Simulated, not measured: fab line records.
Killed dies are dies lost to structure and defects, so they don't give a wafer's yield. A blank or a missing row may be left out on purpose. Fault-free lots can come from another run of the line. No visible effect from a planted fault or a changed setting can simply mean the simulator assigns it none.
Matching of chambers || flow n5Finfet || rieDiel-03 running N5_BEOL_M0_SAQP_STRIP_108: 4 sister chambers
The step strips in N2/H2. 33 wafers are shown with their chamber, then 12 later ones without.

WAFERS WITH THEIR CHAMBER
{"wafer": "L075.1", "chamber": 0, "drypumpMotorCurrentA (A)": 6.7, "showerheadPlenumPTorr (Torr)": 3.31, "throttleValvePct (%)": 18.9}
{"wafer": "L075.2", "chamber": 2, "drypumpMotorCurrentA (A)": 5.3, "showerheadPlenumPTorr (Torr)": 3.26, "throttleValvePct (%)": 19.5}
{"wafer": "L075.3", "chamber": 1, "drypumpMotorCurrentA (A)": 6.0, "showerheadPlenumPTorr (Torr)": 3.51, "throttleValvePct (%)": 19.6}
{"wafer": "L075.4", "chamber": 3, "drypumpMotorCurrentA (A)": 5.4, "showerheadPlenumPTorr (Torr)": 3.32, "throttleValvePct (%)": 19.0}
{"wafer": "L075.5", "chamber": 3, "drypumpMotorCurrentA (A)": 5.4, "showerheadPlenumPTorr (Torr)": 3.32, "throttleValvePct (%)": 19.0}
{"wafer": "L075.6", "chamber": 2, "drypumpMotorCurrentA (A)": 5.3, "showerheadPlenumPTorr (Torr)": 3.26, "throttleValvePct (%)": 19.5}
{"wafer": "L077.2", "chamber": 0, "drypumpMotorCurrentA (A)": 6.7, "showerheadPlenumPTorr (Torr)": 3.30, "throttleValvePct (%)": 18.9}
{"wafer": "L077.4", "chamber": 3, "drypumpMotorCurrentA (A)": 5.4, "showerheadPlenumPTorr (Torr)": 3.31, "throttleValvePct (%)": 19.1}
{"wafer": "L077.5", "chamber": 1, "drypumpMotorCurrentA (A)": 6.0, "showerheadPlenumPTorr (Torr)": 3.51, "throttleValvePct (%)": 19.6}
{"wafer": "L078.3", "chamber": 1, "drypumpMotorCurrentA (A)": 6.0, "showerheadPlenumPTorr (Torr)": 3.51, "throttleValvePct (%)": 19.6}
{"wafer": "L078.4", "chamber": 2, "drypumpMotorCurrentA (A)": 5.3, "showerheadPlenumPTorr (Torr)": 3.25, "throttleValvePct (%)": 19.5}
{"wafer": "L078.5", "chamber": 0, "drypumpMotorCurrentA (A)": 6.7, "showerheadPlenumPTorr (Torr)": 3.31, "throttleValvePct (%)": 18.9}
{"wafer": "L079.1", "chamber": 1, "drypumpMotorCurrentA (A)": 6.0, "showerheadPlenumPTorr (Torr)": 3.51, "throttleValvePct (%)": 19.6}
{"wafer": "L079.2", "chamber": 2, "drypumpMotorCurrentA (A)": 5.3, "showerheadPlenumPTorr (Torr)": 3.25, "throttleValvePct (%)": 19.5}
{"wafer": "L079.6", "chamber": 2, "drypumpMotorCurrentA (A)": 5.3, "showerheadPlenumPTorr (Torr)": 3.25, "throttleValvePct (%)": 19.5}
{"wafer": "L082.1", "chamber": 2, "drypumpMotorCurrentA (A)": 5.3, "showerheadPlenumPTorr (Torr)": 3.25, "throttleValvePct (%)": 19.5}
{"wafer": "L082.3", "chamber": 0, "drypumpMotorCurrentA (A)": 6.7, "showerheadPlenumPTorr (Torr)": 3.30, "throttleValvePct (%)": 18.9}
{"wafer": "L082.6", "chamber": 2, "drypumpMotorCurrentA (A)": 5.3, "showerheadPlenumPTorr (Torr)": 3.25, "throttleValvePct (%)": 19.5}
{"wafer": "L083.2", "chamber": 2, "drypumpMotorCurrentA (A)": 5.3, "showerheadPlenumPTorr (Torr)": 3.25, "throttleValvePct (%)": 19.5}
{"wafer": "L083.3", "chamber": 3, "drypumpMotorCurrentA (A)": 5.4, "showerheadPlenumPTorr (Torr)": 3.31, "throttleValvePct (%)": 19.1}
{"wafer": "L083.6", "chamber": 1, "drypumpMotorCurrentA (A)": 5.9, "showerheadPlenumPTorr (Torr)": 3.50, "throttleValvePct (%)": 19.6}
{"wafer": "L084.2", "chamber": 3, "drypumpMotorCurrentA (A)": 5.4, "showerheadPlenumPTorr (Torr)": 3.31, "throttleValvePct (%)": 19.1}
{"wafer": "L084.3", "chamber": 0, "drypumpMotorCurrentA (A)": 6.7, "showerheadPlenumPTorr (Torr)": 3.30, "throttleValvePct (%)": 18.9}
{"wafer": "L084.6", "chamber": 1, "drypumpMotorCurrentA (A)": 6.0, "showerheadPlenumPTorr (Torr)": 3.50, "throttleValvePct (%)": 19.6}
{"wafer": "L086.4", "chamber": 2, "drypumpMotorCurrentA (A)": 5.3, "showerheadPlenumPTorr (Torr)": 3.24, "throttleValvePct (%)": 19.5}
{"wafer": "L086.5", "chamber": 0, "drypumpMotorCurrentA (A)": 6.6, "showerheadPlenumPTorr (Torr)": 3.29, "throttleValvePct (%)": 18.9}
{"wafer": "L086.6", "chamber": 1, "drypumpMotorCurrentA (A)": 5.9, "showerheadPlenumPTorr (Torr)": 3.50, "throttleValvePct (%)": 19.6}
{"wafer": "L087.3", "chamber": 0, "drypumpMotorCurrentA (A)": 6.7, "showerheadPlenumPTorr (Torr)": 3.29, "throttleValvePct (%)": 18.9}
{"wafer": "L087.4", "chamber": 1, "drypumpMotorCurrentA (A)": 5.9, "showerheadPlenumPTorr (Torr)": 3.49, "throttleValvePct (%)": 19.6}
{"wafer": "L087.6", "chamber": 0, "drypumpMotorCurrentA (A)": 6.7, "showerheadPlenumPTorr (Torr)": 3.29, "throttleValvePct (%)": 18.9}
{"wafer": "L091.1", "chamber": 3, "drypumpMotorCurrentA (A)": 5.4, "showerheadPlenumPTorr (Torr)": 3.30, "throttleValvePct (%)": 18.7}
{"wafer": "L091.3", "chamber": 0, "drypumpMotorCurrentA (A)": 6.7, "showerheadPlenumPTorr (Torr)": 3.29, "throttleValvePct (%)": 18.9}
{"wafer": "L091.6", "chamber": 2, "drypumpMotorCurrentA (A)": 5.3, "showerheadPlenumPTorr (Torr)": 3.24, "throttleValvePct (%)": 19.5}

SIGNATURES (means of the wafers above)
{"reading": "drypumpMotorCurrentA", "chamber 0": 6.689, "chamber 1": 5.963, "chamber 2": 5.300, "chamber 3": 5.400, "scatter within a chamber": 0.0309}
{"reading": "showerheadPlenumPTorr", "chamber 0": 3.2978, "chamber 1": 3.5038, "chamber 2": 3.2500, "chamber 3": 3.3117, "scatter within a chamber": 0.00749}
{"reading": "throttleValvePct", "chamber 0": 18.900, "chamber 1": 19.600, "chamber 2": 19.500, "chamber 3": 19.000, "scatter within a chamber": 0.0643}
Rule: a wafer's distance from a chamber is the root of the sum, over the readings, of the square of ((its reading less the chamber's mean) divided by the reading's scatter). If the next closest chamber is less than 2 further off than the closest, the wafer can't be placed; otherwise it belongs to the closest. How the scatter is found: for the shown wafers, subtract from each reading the mean of its chamber, square and add these, divide the total by (wafers less chambers), then take the root.

WAFERS MISSING THEIR CHAMBER
{"wafer": "L092.3", "drypumpMotorCurrentA (A)": 5.9, "showerheadPlenumPTorr (Torr)": 3.49, "throttleValvePct (%)": 19.6}
{"wafer": "L092.5", "drypumpMotorCurrentA (A)": 5.3, "showerheadPlenumPTorr (Torr)": 3.24, "throttleValvePct (%)": 19.5}
{"wafer": "L092.6", "drypumpMotorCurrentA (A)": 6.0, "showerheadPlenumPTorr (Torr)": 3.49, "throttleValvePct (%)": 19.6}
{"wafer": "L093.2", "drypumpMotorCurrentA (A)": 5.9, "showerheadPlenumPTorr (Torr)": 3.49, "throttleValvePct (%)": 19.6}
{"wafer": "L093.4", "drypumpMotorCurrentA (A)": 5.4, "showerheadPlenumPTorr (Torr)": 3.30, "throttleValvePct (%)": 18.7}
{"wafer": "L093.6", "drypumpMotorCurrentA (A)": 5.3, "showerheadPlenumPTorr (Torr)": 3.24, "throttleValvePct (%)": 19.5}
{"wafer": "L094.1", "drypumpMotorCurrentA (A)": 5.4, "showerheadPlenumPTorr (Torr)": 3.30, "throttleValvePct (%)": 18.7}
{"wafer": "L094.5", "drypumpMotorCurrentA (A)": 5.3, "showerheadPlenumPTorr (Torr)": 3.24, "throttleValvePct (%)": 19.5}
{"wafer": "L094.6", "drypumpMotorCurrentA (A)": 6.0, "showerheadPlenumPTorr (Torr)": 3.49, "throttleValvePct (%)": 19.6}
{"wafer": "L095.2", "drypumpMotorCurrentA (A)": 5.3, "showerheadPlenumPTorr (Torr)": 3.24, "throttleValvePct (%)": 19.5}
{"wafer": "L095.4", "drypumpMotorCurrentA (A)": 5.4, "showerheadPlenumPTorr (Torr)": 3.30, "throttleValvePct (%)": 18.7}
{"wafer": "L095.6", "drypumpMotorCurrentA (A)": 5.4, "showerheadPlenumPTorr (Torr)": 3.30, "throttleValvePct (%)": 18.7}

THE CHAMBER EACH PASSED THROUGH
{"wafer": "L092.3", "from the rows above": 1, "in truth": 1}
{"wafer": "L092.5", "from the rows above": 2, "in truth": 2}
{"wafer": "L092.6", "from the rows above": 1, "in truth": 1}
{"wafer": "L093.2", "from the rows above": 1, "in truth": 1}
{"wafer": "L093.4", "from the rows above": 3, "in truth": 3}
{"wafer": "L093.6", "from the rows above": 2, "in truth": 2}
{"wafer": "L094.1", "from the rows above": 3, "in truth": 3}
{"wafer": "L094.5", "from the rows above": 2, "in truth": 2}
{"wafer": "L094.6", "from the rows above": 1, "in truth": 1}
{"wafer": "L095.2", "from the rows above": 2, "in truth": 2}
{"wafer": "L095.4", "from the rows above": 3, "in truth": 3}
{"wafer": "L095.6", "from the rows above": 3, "in truth": 3}
Placed correctly: 12 of 12. Can't be placed from these rows: 0. Wrongly placed: 0.
